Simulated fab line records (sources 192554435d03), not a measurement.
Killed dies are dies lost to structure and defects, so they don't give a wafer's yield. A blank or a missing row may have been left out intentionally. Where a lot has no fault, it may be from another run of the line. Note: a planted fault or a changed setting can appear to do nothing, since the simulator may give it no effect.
Which tool is to blame? || flow n5-finfet || Sampling: 24 lots, 72 wafers, 4 of 1938 route steps

== WHAT EACH GAUGE READ, for each wafer ==
N5_GATE_CUT_INSPECT_26: inspects for defects (darkfield). Usual: raw-defect-count at 45, with a standard deviation of 20.
{"lot": "L074", "measured": "day 4 14:19", "on": "defect-inspect-02", "raw-defect-count": "57 39 37", "flag": ""}
{"lot": "L075", "measured": "day 4 22:10", "on": "defect-inspect-01", "raw-defect-count": "59 55 57", "flag": ""}
{"lot": "L076", "measured": "day 5 03:37", "on": "defect-inspect-01", "raw-defect-count": "65 51 58", "flag": ""}
{"lot": "L077", "measured": "day 5 10:35", "on": "defect-inspect-01", "raw-defect-count": "42 55 32", "flag": ""}
{"lot": "L078", "measured": "day 5 13:39", "on": "defect-inspect-01", "raw-defect-count": "33 29 27", "flag": ""}
{"lot": "L079", "measured": "day 5 22:31", "on": "defect-inspect-01", "raw-defect-count": "137 66 56", "flag": ""}
{"lot": "L080", "measured": "day 6 02:35", "on": "defect-inspect-01", "raw-defect-count": "35 49 40", "flag": ""}
{"lot": "L081", "measured": "day 6 10:33", "on": "defect-inspect-01", "raw-defect-count": "24 28 20", "flag": ""}
{"lot": "L082", "measured": "day 6 17:30", "on": "defect-inspect-01", "raw-defect-count": "112 72 62", "flag": ""}
{"lot": "L083", "measured": "day 6 19:06", "on": "defect-inspect-01", "raw-defect-count": "35 44 19", "flag": ""}
{"lot": "L084", "measured": "day 7 06:38", "on": "defect-inspect-01", "raw-defect-count": "13 19 14", "flag": ""}
{"lot": "L085", "measured": "day 7 10:32", "on": "defect-inspect-01", "raw-defect-count": "42 53 48", "flag": ""}
{"lot": "L087", "measured": "day 8 19:19", "on": "defect-inspect-02", "raw-defect-count": "49 52 33", "flag": ""}
{"lot": "L086", "measured": "day 9 00:50", "on": "defect-inspect-01", "raw-defect-count": "70 32 32", "flag": ""}
{"lot": "L088", "measured": "day 9 01:16", "on": "defect-inspect-02", "raw-defect-count": "75 60 88", "flag": ""}
{"lot": "L089", "measured": "day 9 02:33", "on": "defect-inspect-01", "raw-defect-count": "31 32 44", "flag": ""}
{"lot": "L090", "measured": "day 9 03:05", "on": "defect-inspect-01", "raw-defect-count": "25 37 12", "flag": ""}
{"lot": "L093", "measured": "day 10 06:42", "on": "defect-inspect-02", "raw-defect-count": "63 59 38", "flag": ""}
{"lot": "L091", "measured": "day 10 08:35", "on": "defect-inspect-01", "raw-defect-count": "50 35 35", "flag": ""}
{"lot": "L094", "measured": "day 10 12:05", "on": "defect-inspect-01", "raw-defect-count": "62 65 46", "flag": ""}
{"lot": "L095", "measured": "day 10 14:08", "on": "defect-inspect-02", "raw-defect-count": "41 24 66", "flag": ""}
{"lot": "L092", "measured": "day 10 16:23", "on": "defect-inspect-01", "raw-defect-count": "69 64 34", "flag": ""}
{"lot": "L096", "measured": "day 10 17:13", "on": "defect-inspect-01", "raw-defect-count": "62 40 44", "flag": ""}
{"lot": "L097", "measured": "day 10 22:29", "on": "defect-inspect-02", "raw-defect-count": "55 72 39", "flag": ""}

N5_MOL_CONTACT_COAG_CD_MEAS_08 targets a cd of 28 nm. Usual: cd-nm at 28.01 nm, with a standard deviation of 0.24.
{"lot": "L074", "measured": "day 4 14:37", "on": "cd-sem-01", "cd-nm (nm)": "27.60 27.79 28.09", "flag": ""}
{"lot": "L075", "measured": "day 4 22:36", "on": "cd-sem-03", "cd-nm (nm)": "28.22 27.77 27.94", "flag": ""}
{"lot": "L076", "measured": "day 5 03:55", "on": "cd-sem-03", "cd-nm (nm)": "28.37 27.99 28.21", "flag": ""}
{"lot": "L077", "measured": "day 5 10:53", "on": "cd-sem-03", "cd-nm (nm)": "28.02 27.58 28.31", "flag": ""}
{"lot": "L078", "measured": "day 5 14:04", "on": "cd-sem-03", "cd-nm (nm)": "28.11 27.32 27.83", "flag": ""}
{"lot": "L079", "measured": "day 5 22:49", "on": "cd-sem-02", "cd-nm (nm)": "27.73 27.95 27.45", "flag": ""}
{"lot": "L080", "measured": "day 6 02:53", "on": "cd-sem-01", "cd-nm (nm)": "27.92 27.92 28.04", "flag": ""}
{"lot": "L081", "measured": "day 6 10:51", "on": "cd-sem-02", "cd-nm (nm)": "27.89 27.54 28.13", "flag": ""}
{"lot": "L082", "measured": "day 6 17:55", "on": "cd-sem-02", "cd-nm (nm)": "27.79 28.26 28.29", "flag": ""}
{"lot": "L083", "measured": "day 6 19:24", "on": "cd-sem-03", "cd-nm (nm)": "28.03 28.17 28.13", "flag": ""}
{"lot": "L084", "measured": "day 7 07:04", "on": "cd-sem-03", "cd-nm (nm)": "28.14 28.23 28.40", "flag": ""}
{"lot": "L085", "measured": "day 7 10:58", "on": "cd-sem-02", "cd-nm (nm)": "27.65 27.79 27.59", "flag": ""}
{"lot": "L087", "measured": "day 8 19:37", "on": "cd-sem-01", "cd-nm (nm)": "27.92 28.23 27.97", "flag": ""}
{"lot": "L086", "measured": "day 9 01:16", "on": "cd-sem-03", "cd-nm (nm)": "28.33 28.19 28.50", "flag": ""}
{"lot": "L088", "measured": "day 9 01:42", "on": "cd-sem-02", "cd-nm (nm)": "27.89 27.98 28.20", "flag": ""}
{"lot": "L089", "measured": "day 9 02:59", "on": "cd-sem-02", "cd-nm (nm)": "27.85 27.99 27.62", "flag": ""}
{"lot": "L090", "measured": "day 9 03:23", "on": "cd-sem-02", "cd-nm (nm)": "27.97 28.20 28.07", "flag": ""}
{"lot": "L093", "measured": "day 10 07:00", "on": "cd-sem-01", "cd-nm (nm)": "28.09 27.95 27.88", "flag": ""}
{"lot": "L091", "measured": "day 10 09:00", "on": "cd-sem-02", "cd-nm (nm)": "28.18 28.37 27.54", "flag": ""}
{"lot": "L094", "measured": "day 10 12:25", "on": "cd-sem-01", "cd-nm (nm)": "28.19 27.76 28.29", "flag": ""}
{"lot": "L095", "measured": "day 10 14:34", "on": "cd-sem-02", "cd-nm (nm)": "28.14 27.70 28.00", "flag": ""}
{"lot": "L092", "measured": "day 10 16:41", "on": "cd-sem-02", "cd-nm (nm)": "28.14 28.28 28.15", "flag": ""}
{"lot": "L096", "measured": "day 10 17:31", "on": "cd-sem-03", "cd-nm (nm)": "28.28 27.80 28.30", "flag": ""}
{"lot": "L097", "measured": "day 10 22:47", "on": "cd-sem-03", "cd-nm (nm)": "27.91 27.90 27.62", "flag": ""}

== EACH LOT AND THE TOOL THAT RAN IT (in order: tool; ch and the chambers of the sampled wafers; start) ==
{"lot": "L074", "N5_GATE_CUT_ETCH_28": "rie-diel-03 ch 0,2,3, day 4 10:50", "N5_GATE_CUT_CMP_23": "cmp-01 ch 0,2,3, day 4 13:17"}
{"lot": "L075", "N5_GATE_CUT_ETCH_28": "rie-diel-03 ch 0,1,3, day 4 18:17", "N5_GATE_CUT_CMP_23": "cmp-03 ch 1,2, day 4 21:08"}
{"lot": "L076", "N5_GATE_CUT_ETCH_28": "rie-diel-02 ch 1,2,3, day 5 00:18", "N5_GATE_CUT_CMP_23": "cmp-03 ch 0,1,2, day 5 02:40"}
{"lot": "L077", "N5_GATE_CUT_ETCH_28": "rie-diel-02 ch 0,1,2, day 5 06:33", "N5_GATE_CUT_CMP_23": "cmp-02 ch 0,1, day 5 09:33"}
{"lot": "L078", "N5_GATE_CUT_ETCH_28": "rie-diel-01 ch 0,2, day 5 10:19", "N5_GATE_CUT_CMP_23": "cmp-03 ch 2,3, day 5 12:37"}
{"lot": "L079", "N5_GATE_CUT_ETCH_28": "rie-diel-03 ch 1,2, day 5 19:08", "N5_GATE_CUT_CMP_23": "cmp-01 ch 0,2, day 5 21:29"}
{"lot": "L080", "N5_GATE_CUT_ETCH_28": "rie-diel-01 ch 0,2, day 5 23:14", "N5_GATE_CUT_CMP_23": "cmp-01 ch 0,1, day 6 01:33"}
{"lot": "L081", "N5_GATE_CUT_ETCH_28": "rie-diel-01 ch 1,2,3, day 6 07:13", "N5_GATE_CUT_CMP_23": "cmp-01 ch 1,2, day 6 09:31"}
{"lot": "L082", "N5_GATE_CUT_ETCH_28": "rie-diel-03 ch 1,2, day 6 14:03", "N5_GATE_CUT_CMP_23": "cmp-02 ch 0,2,3, day 6 16:28"}
{"lot": "L083", "N5_GATE_CUT_ETCH_28": "rie-diel-03 ch 0,1,2, day 6 15:46", "N5_GATE_CUT_CMP_23": "cmp-01 ch 0,2,3, day 6 18:08"}
{"lot": "L084", "N5_GATE_CUT_ETCH_28": "rie-diel-02 ch 0,1,3, day 7 03:19", "N5_GATE_CUT_CMP_23": "cmp-01 ch 0,3, day 7 05:36"}
{"lot": "L085", "N5_GATE_CUT_ETCH_28": "rie-diel-01 ch 2,3, day 7 07:13", "N5_GATE_CUT_CMP_23": "cmp-03 ch 0,1,3, day 7 09:32"}
{"lot": "L087", "N5_GATE_CUT_ETCH_28": "rie-diel-02 ch 0,2,3, day 8 15:59", "N5_GATE_CUT_CMP_23": "cmp-01 ch 0,2,3, day 8 18:19"}
{"lot": "L086", "N5_GATE_CUT_ETCH_28": "rie-diel-01 ch 0,2, day 8 19:27", "N5_GATE_CUT_CMP_23": "cmp-02 ch 1,2,3, day 8 23:47"}
{"lot": "L088", "N5_GATE_CUT_ETCH_28": "rie-diel-01 ch 1,2, day 8 21:28", "N5_GATE_CUT_CMP_23": "cmp-02 ch 1,2, day 9 00:14"}
{"lot": "L089", "N5_GATE_CUT_ETCH_28": "rie-diel-02 ch 0,1,2, day 8 23:13", "N5_GATE_CUT_CMP_23": "cmp-03 ch 0,2,3, day 9 01:31"}
{"lot": "L090", "N5_GATE_CUT_ETCH_28": "rie-diel-01 ch 0,1,2, day 8 23:37", "N5_GATE_CUT_CMP_23": "cmp-01 ch 0,1,2, day 9 01:55"}
{"lot": "L093", "N5_GATE_CUT_ETCH_28": "rie-diel-01 ch 0,1,2, day 10 01:20", "N5_GATE_CUT_CMP_23": "cmp-03 ch 0,1,3, day 10 05:47"}
{"lot": "L091", "N5_GATE_CUT_ETCH_28": "rie-diel-02 ch 0,3, day 10 05:07", "N5_GATE_CUT_CMP_23": "cmp-03 ch 2,3, day 10 07:32"}
{"lot": "L094", "N5_GATE_CUT_ETCH_28": "rie-diel-01 ch 1,2,3, day 10 08:08", "N5_GATE_CUT_CMP_23": "cmp-03 ch 0,2,3, day 10 11:03"}
{"lot": "L095", "N5_GATE_CUT_ETCH_28": "rie-diel-03 ch 0,1,2, day 10 10:49", "N5_GATE_CUT_CMP_23": "cmp-02 ch 0,1,2, day 10 13:06"}
{"lot": "L092", "N5_GATE_CUT_ETCH_28": "rie-diel-01 ch 0,2,3, day 10 11:02", "N5_GATE_CUT_CMP_23": "cmp-02 ch 0,1,2, day 10 14:25"}
{"lot": "L096", "N5_GATE_CUT_ETCH_28": "rie-diel-01 ch 0,2,3, day 10 12:08", "N5_GATE_CUT_CMP_23": "cmp-03 ch 0,1, day 10 16:11"}
{"lot": "L097", "N5_GATE_CUT_ETCH_28": "rie-diel-03 ch 0,1,2, day 10 19:07", "N5_GATE_CUT_CMP_23": "cmp-02 ch 0,1,3, day 10 21:26"}
- N5_GATE_CUT_ETCH_28: etches underlayer in N2/H2, target depth 13 nm, time 10.4 s.
- N5_GATE_CUT_CMP_23: polishes, stops on SiO2, t overpolish 23.4 s, target thk 16 nm.

== AS READ BY THE TOOLS THEMSELVES (means over the sampled wafers that have a number; for cases with no such wafer, the mark the record gives instead) ==
N5_GATE_CUT_ETCH_28. Usual: drypump-motor-current-A 5.8 A, standard deviation 0.5; etch-rf-on-time-s 10.32 s, standard deviation 0.21; oes-product-au 0.69 a.u., standard deviation 0.079; rf-vpp-V 524.2 V, standard deviation 2.3; showerhead-plenum-p-Torr 2.56 Torr, standard deviation 0.082; throttle-valve-pct 17.74 %, standard deviation 0.29.
{"lot": "L074", "tool": "rie-diel-03", "drypump-motor-current-A (A)": 5.8, "etch-rf-on-time-s (s)": 10.40, "oes-product-au (a.u.)": 0.65, "rf-vpp-V (V)": 524.9, "showerhead-plenum-p-Torr (Torr)": 2.58, "throttle-valve-pct (%)": 17.69, "flag": ""}
{"lot": "L075", "tool": "rie-diel-03", "drypump-motor-current-A (A)": 5.9, "etch-rf-on-time-s (s)": 10.42, "oes-product-au (a.u.)": 0.64, "rf-vpp-V (V)": 526.7, "showerhead-plenum-p-Torr (Torr)": 2.60, "throttle-valve-pct (%)": 17.87, "flag": ""}
{"lot": "L076", "tool": "rie-diel-02", "drypump-motor-current-A (A)": 5.9, "etch-rf-on-time-s (s)": 10.59, "oes-product-au (a.u.)": 0.61, "rf-vpp-V (V)": 521.8, "showerhead-plenum-p-Torr (Torr)": 2.45, "throttle-valve-pct (%)": 18.13, "flag": ""}
{"lot": "L077", "tool": "rie-diel-02", "drypump-motor-current-A (A)": 5.7, "etch-rf-on-time-s (s)": 10.65, "oes-product-au (a.u.)": 0.59, "rf-vpp-V (V)": 522.3, "showerhead-plenum-p-Torr (Torr)": 2.47, "throttle-valve-pct (%)": 18.08, "flag": ""}
{"lot": "L078", "tool": "rie-diel-01", "drypump-motor-current-A (A)": 6.3, "etch-rf-on-time-s (s)": 10.38, "oes-product-au (a.u.)": 0.74, "rf-vpp-V (V)": 525.1, "showerhead-plenum-p-Torr (Torr)": 2.59, "throttle-valve-pct (%)": 17.65, "flag": ""}
{"lot": "L079", "tool": "rie-diel-03", "drypump-motor-current-A (A)": 5.9, "etch-rf-on-time-s (s)": 10.34, "oes-product-au (a.u.)": 0.65, "rf-vpp-V (V)": 524.8, "showerhead-plenum-p-Torr (Torr)": 2.59, "throttle-valve-pct (%)": 17.90, "flag": ""}
{"lot": "L080", "tool": "rie-diel-01", "drypump-motor-current-A (A)": 6.2, "etch-rf-on-time-s (s)": 10.26, "oes-product-au (a.u.)": 0.74, "rf-vpp-V (V)": 524.0, "showerhead-plenum-p-Torr (Torr)": 2.59, "throttle-valve-pct (%)": 17.65, "flag": ""}
{"lot": "L081", "tool": "rie-diel-01", "drypump-motor-current-A (A)": 5.6, "etch-rf-on-time-s (s)": 10.11, "oes-product-au (a.u.)": 0.73, "rf-vpp-V (V)": 524.6, "showerhead-plenum-p-Torr (Torr)": 2.61, "throttle-valve-pct (%)": 17.59, "flag": ""}
{"lot": "L082", "tool": "rie-diel-03", "drypump-motor-current-A (A)": 5.9, "etch-rf-on-time-s (s)": 10.32, "oes-product-au (a.u.)": 0.64, "rf-vpp-V (V)": 524.5, "showerhead-plenum-p-Torr (Torr)": 2.59, "throttle-valve-pct (%)": 17.90, "flag": ""}
{"lot": "L083", "tool": "rie-diel-03", "drypump-motor-current-A (A)": 5.6, "etch-rf-on-time-s (s)": 10.35, "oes-product-au (a.u.)": 0.65, "rf-vpp-V (V)": 525.4, "showerhead-plenum-p-Torr (Torr)": 2.58, "throttle-valve-pct (%)": 17.85, "flag": ""}
{"lot": "L084", "tool": "rie-diel-02", "drypump-motor-current-A (A)": 5.7, "etch-rf-on-time-s (s)": 10.40, "oes-product-au (a.u.)": 0.67, "rf-vpp-V (V)": 520.1, "showerhead-plenum-p-Torr (Torr)": 2.44, "throttle-valve-pct (%)": 17.95, "flag": ""}
{"lot": "L085", "tool": "rie-diel-01", "drypump-motor-current-A (A)": 5.5, "etch-rf-on-time-s (s)": 10.24, "oes-product-au (a.u.)": 0.64, "rf-vpp-V (V)": 523.7, "showerhead-plenum-p-Torr (Torr)": 2.53, "throttle-valve-pct (%)": 17.71, "flag": ""}
{"lot": "L087", "tool": "rie-diel-02", "drypump-motor-current-A (A)": 6.1, "etch-rf-on-time-s (s)": 10.22, "oes-product-au (a.u.)": 0.74, "rf-vpp-V (V)": 521.5, "showerhead-plenum-p-Torr (Torr)": 2.47, "throttle-valve-pct (%)": 17.82, "flag": ""}
{"lot": "L086", "tool": "rie-diel-01", "drypump-motor-current-A (A)": 6.0, "etch-rf-on-time-s (s)": 10.44, "oes-product-au (a.u.)": 0.71, "rf-vpp-V (V)": 524.9, "showerhead-plenum-p-Torr (Torr)": 2.59, "throttle-valve-pct (%)": 17.74, "flag": ""}
{"lot": "L088", "tool": "rie-diel-01", "drypump-motor-current-A (A)": 5.7, "etch-rf-on-time-s (s)": 10.42, "oes-product-au (a.u.)": 0.74, "rf-vpp-V (V)": 526.0, "showerhead-plenum-p-Torr (Torr)": 2.64, "throttle-valve-pct (%)": 17.65, "flag": ""}
{"lot": "L089", "tool": "rie-diel-02", "drypump-motor-current-A (A)": 5.7, "etch-rf-on-time-s (s)": 10.21, "oes-product-au (a.u.)": 0.74, "rf-vpp-V (V)": 521.6, "showerhead-plenum-p-Torr (Torr)": 2.46, "throttle-valve-pct (%)": 17.84, "flag": ""}
{"lot": "L090", "tool": "rie-diel-01", "drypump-motor-current-A (A)": 6.0, "etch-rf-on-time-s (s)": 10.16, "oes-product-au (a.u.)": 0.74, "rf-vpp-V (V)": 526.7, "showerhead-plenum-p-Torr (Torr)": 2.62, "throttle-valve-pct (%)": 17.60, "flag": ""}
{"lot": "L093", "tool": "rie-diel-01", "drypump-motor-current-A (A)": 6.0, "etch-rf-on-time-s (s)": 10.22, "oes-product-au (a.u.)": 0.72, "rf-vpp-V (V)": 525.3, "showerhead-plenum-p-Torr (Torr)": 2.62, "throttle-valve-pct (%)": 17.60, "flag": ""}
{"lot": "L091", "tool": "rie-diel-02", "drypump-motor-current-A (A)": 5.8, "etch-rf-on-time-s (s)": 10.28, "oes-product-au (a.u.)": 0.71, "rf-vpp-V (V)": 521.3, "showerhead-plenum-p-Torr (Torr)": 2.46, "throttle-valve-pct (%)": 17.78, "flag": ""}
{"lot": "L094", "tool": "rie-diel-01", "drypump-motor-current-A (A)": 5.6, "etch-rf-on-time-s (s)": 10.17, "oes-product-au (a.u.)": 0.76, "rf-vpp-V (V)": 524.7, "showerhead-plenum-p-Torr (Torr)": 2.59, "throttle-valve-pct (%)": 17.47, "flag": ""}
{"lot": "L095", "tool": "rie-diel-03", "drypump-motor-current-A (A)": 5.6, "etch-rf-on-time-s (s)": 10.47, "oes-product-au (a.u.)": 0.63, "rf-vpp-V (V)": 524.4, "showerhead-plenum-p-Torr (Torr)": 2.57, "throttle-valve-pct (%)": 17.89, "flag": ""}
{"lot": "L092", "tool": "rie-diel-01", "drypump-motor-current-A (A)": 5.8, "etch-rf-on-time-s (s)": 10.32, "oes-product-au (a.u.)": 0.74, "rf-vpp-V (V)": 523.7, "showerhead-plenum-p-Torr (Torr)": 2.55, "throttle-valve-pct (%)": 17.56, "flag": ""}
{"lot": "L096", "tool": "rie-diel-01", "drypump-motor-current-A (A)": 5.8, "etch-rf-on-time-s (s)": 10.32, "oes-product-au (a.u.)": 0.74, "rf-vpp-V (V)": 524.1, "showerhead-plenum-p-Torr (Torr)": 2.55, "throttle-valve-pct (%)": 17.55, "flag": ""}
{"lot": "L097", "tool": "rie-diel-03", "drypump-motor-current-A (A)": 5.6, "etch-rf-on-time-s (s)": 10.39, "oes-product-au (a.u.)": 0.63, "rf-vpp-V (V)": 525.0, "showerhead-plenum-p-Torr (Torr)": 2.57, "throttle-valve-pct (%)": 17.90, "flag": ""}

N5_GATE_CUT_CMP_23. Usual: motor-current-A 8.9 A, standard deviation 0.77; overpolish-run-s 23.400 s, standard deviation 0.0083; time-to-endpoint-s 20.1 s, standard deviation 1.9.
{"lot": "L074", "tool": "cmp-01", "motor-current-A (A)": 8.4, "overpolish-run-s (s)": 23.392, "time-to-endpoint-s (s)": 17.7, "flag": ""}
{"lot": "L075", "tool": "cmp-03", "motor-current-A (A)": 8.9, "overpolish-run-s (s)": 23.399, "time-to-endpoint-s (s)": 21.1, "flag": ""}
{"lot": "L076", "tool": "cmp-03", "motor-current-A (A)": 9.3, "overpolish-run-s (s)": 23.396, "time-to-endpoint-s (s)": 19.2, "flag": ""}
{"lot": "L077", "tool": "cmp-02", "motor-current-A (A)": 9.3, "overpolish-run-s (s)": 23.402, "time-to-endpoint-s (s)": 16.6, "flag": ""}
{"lot": "L078", "tool": "cmp-03", "motor-current-A (A)": 8.3, "overpolish-run-s (s)": 23.396, "time-to-endpoint-s (s)": 19.8, "flag": ""}
{"lot": "L079", "tool": "cmp-01", "motor-current-A (A)": 8.0, "overpolish-run-s (s)": 23.401, "time-to-endpoint-s (s)": 20.8, "flag": ""}
{"lot": "L080", "tool": "cmp-01", "motor-current-A (A)": 8.2, "overpolish-run-s (s)": 23.406, "time-to-endpoint-s (s)": 19.7, "flag": ""}
{"lot": "L081", "tool": "cmp-01", "motor-current-A (A)": 8.2, "overpolish-run-s (s)": 23.395, "time-to-endpoint-s (s)": 20.1, "flag": ""}
{"lot": "L082", "tool": "cmp-02", "motor-current-A (A)": 9.3, "overpolish-run-s (s)": 23.400, "time-to-endpoint-s (s)": 20.6, "flag": ""}
{"lot": "L083", "tool": "cmp-01", "motor-current-A (A)": 8.4, "overpolish-run-s (s)": 23.395, "time-to-endpoint-s (s)": 21.7, "flag": ""}
{"lot": "L084", "tool": "cmp-01", "motor-current-A (A)": 8.3, "overpolish-run-s (s)": 23.402, "time-to-endpoint-s (s)": 20.7, "flag": ""}
{"lot": "L085", "tool": "cmp-03", "motor-current-A (A)": 9.5, "overpolish-run-s (s)": 23.399, "time-to-endpoint-s (s)": 19.5, "flag": ""}
{"lot": "L087", "tool": "cmp-01", "motor-current-A (A)": 8.3, "overpolish-run-s (s)": 23.399, "time-to-endpoint-s (s)": 18.9, "flag": ""}
{"lot": "L086", "tool": "cmp-02", "motor-current-A (A)": 8.5, "overpolish-run-s (s)": 23.403, "time-to-endpoint-s (s)": 21.0, "flag": ""}
{"lot": "L088", "tool": "cmp-02", "motor-current-A (A)": 8.5, "overpolish-run-s (s)": 23.407, "time-to-endpoint-s (s)": 19.6, "flag": ""}
{"lot": "L089", "tool": "cmp-03", "motor-current-A (A)": 8.7, "overpolish-run-s (s)": 23.403, "time-to-endpoint-s (s)": 19.5, "flag": ""}
{"lot": "L090", "tool": "cmp-01", "motor-current-A (A)": 8.2, "overpolish-run-s (s)": 23.399, "time-to-endpoint-s (s)": 18.7, "flag": ""}
{"lot": "L093", "tool": "cmp-03", "motor-current-A (A)": 9.2, "overpolish-run-s (s)": 23.400, "time-to-endpoint-s (s)": 22.3, "flag": ""}
{"lot": "L091", "tool": "cmp-03", "motor-current-A (A)": 8.4, "overpolish-run-s (s)": 23.399, "time-to-endpoint-s (s)": 21.8, "flag": ""}
{"lot": "L094", "tool": "cmp-03", "motor-current-A (A)": 8.8, "overpolish-run-s (s)": 23.407, "time-to-endpoint-s (s)": 22.0, "flag": ""}
{"lot": "L095", "tool": "cmp-02", "motor-current-A (A)": 9.3, "overpolish-run-s (s)": 23.405, "time-to-endpoint-s (s)": 19.7, "flag": ""}
{"lot": "L092", "tool": "cmp-02", "motor-current-A (A)": 9.0, "overpolish-run-s (s)": 23.402, "time-to-endpoint-s (s)": 18.8, "flag": ""}
{"lot": "L096", "tool": "cmp-03", "motor-current-A (A)": 9.6, "overpolish-run-s (s)": 23.402, "time-to-endpoint-s (s)": 19.9, "flag": ""}
{"lot": "L097", "tool": "cmp-02", "motor-current-A (A)": 9.0, "overpolish-run-s (s)": 23.404, "time-to-endpoint-s (s)": 19.4, "flag": ""}

== THE ANSWER, worked out from the rows above alone ==
Rule: take the mean of a lot's wafers that have a number; if it is more than 3 standard deviations from the usual mean, the lot is off. A lot without any number at a reading at which 4 lots or more have one is off too. Where the step has rows for the other lots, those lots are counted as sound. First the gauges in route order, then the tools' own readings, where a lot's mean is used as printed above. At the first step where some lot is off, the reading lying furthest off is the one used; lots without a number count as furthest.
Across all readings shown, no lot is off: no conclusion can be drawn from this.

== WHAT WAS PUT IN BY THE SIMULATOR ==
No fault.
